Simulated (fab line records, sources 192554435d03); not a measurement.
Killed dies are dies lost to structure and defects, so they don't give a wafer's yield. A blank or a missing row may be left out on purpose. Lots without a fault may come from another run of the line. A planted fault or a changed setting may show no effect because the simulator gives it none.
Chamber matching | flow n5_finfet | N5_FIN_SAQP_ETCH_64 on rie_si-03: 4 sister chambers
The step etches SiO2 in CF4, target depth 1.5 nm. 16 wafers are shown with their chamber, then 8 later ones without.

WAFERS WITH THEIR CHAMBER
wafer  | chamber | drypump_motor_current_A (A) | throttle_valve_pct (%) | oes_product_au (a.u.)
L079.4 | 2       | 5.8                         | 22.01                  | 0.997
L079.5 | 0       | 4.8                         | 21.92                  | 1.013
L079.6 | 1       | 5.9                         | 22.06                  | 1.007
L080.1 | 1       | 5.8                         | 22.05                  | 0.992
L080.3 | 2       | 5.8                         | 22.02                  | 1.008
L080.4 | 3       | 5.5                         | 21.92                  | 1.013
L082.2 | 0       | 4.8                         | 21.93                  | 1.008
L082.3 | 3       | 5.4                         | 21.90                  | 0.979
L082.6 | 3       | 5.5                         | 21.91                  | 0.990
L084.1 | 2       | 5.8                         | 22.00                  | 0.998
L084.2 | 1       | 5.8                         | 22.06                  | 1.004
L084.4 | 3       | 5.5                         | 21.90                  | 0.989
L088.1 | 1       | 5.9                         | 22.05                  | 1.008
L088.2 | 2       | 5.8                         | 22.00                  | 0.987
L088.3 | 0       | 4.8                         | 21.91                  | 1.001
L091.3 | 2       | 5.8                         | 22.00                  | 1.003

SIGNATURES (means of the wafers above)
reading                 | chamber 0 | chamber 1 | chamber 2 | chamber 3 | scatter within a chamber
drypump_motor_current_A | 4.800     | 5.850     | 5.800     | 5.475     | 0.0382
throttle_valve_pct      | 21.9200   | 22.0550   | 22.0060   | 21.9075   | 0.00864
oes_product_au          | 1.00733   | 1.00275   | 0.99860   | 0.99275   | 0.00958
Rule: a wafer's distance from a chamber is the root of the sum, over the readings, of the square of ((its reading less the chamber's mean) divided by the reading's scatter). The wafer belongs to the nearest chamber; if the next one is less than 2 further off, it can't be placed. The scatter: the root of (the sum of the squares of (reading less its chamber's mean) over the shown wafers, divided by (wafers less chambers)).

WAFERS WITHOUT THEIR CHAMBER
wafer  | drypump_motor_current_A (A) | throttle_valve_pct (%) | oes_product_au (a.u.)
L091.4 | 5.8                         | 22.06                  | 1.015
L091.6 | 5.5                         | 21.92                  | 1.012
L093.1 | 5.9                         | 22.07                  | 1.026
L093.4 | 5.8                         | 22.02                  | 1.004
L093.6 | 5.8                         | 22.05                  | 1.001
L097.3 | 5.8                         | 22.01                  | 0.999
L097.4 | 5.5                         | 21.89                  | 0.989
L097.6 | 4.8                         | 21.80                  | 1.009

WHICH CHAMBER EACH WENT THROUGH
wafer  | from the rows above | in truth
L091.4 | 1                   | 1
L091.6 | 3                   | 3
L093.1 | 1                   | 1
L093.4 | 2                   | 2
L093.6 | 1                   | 1
L097.3 | 2                   | 2
L097.4 | 3                   | 3
L097.6 | 0                   | 0
Placed correctly: 8 of 8. Can't be placed from these rows: 0. Placed wrongly: 0.
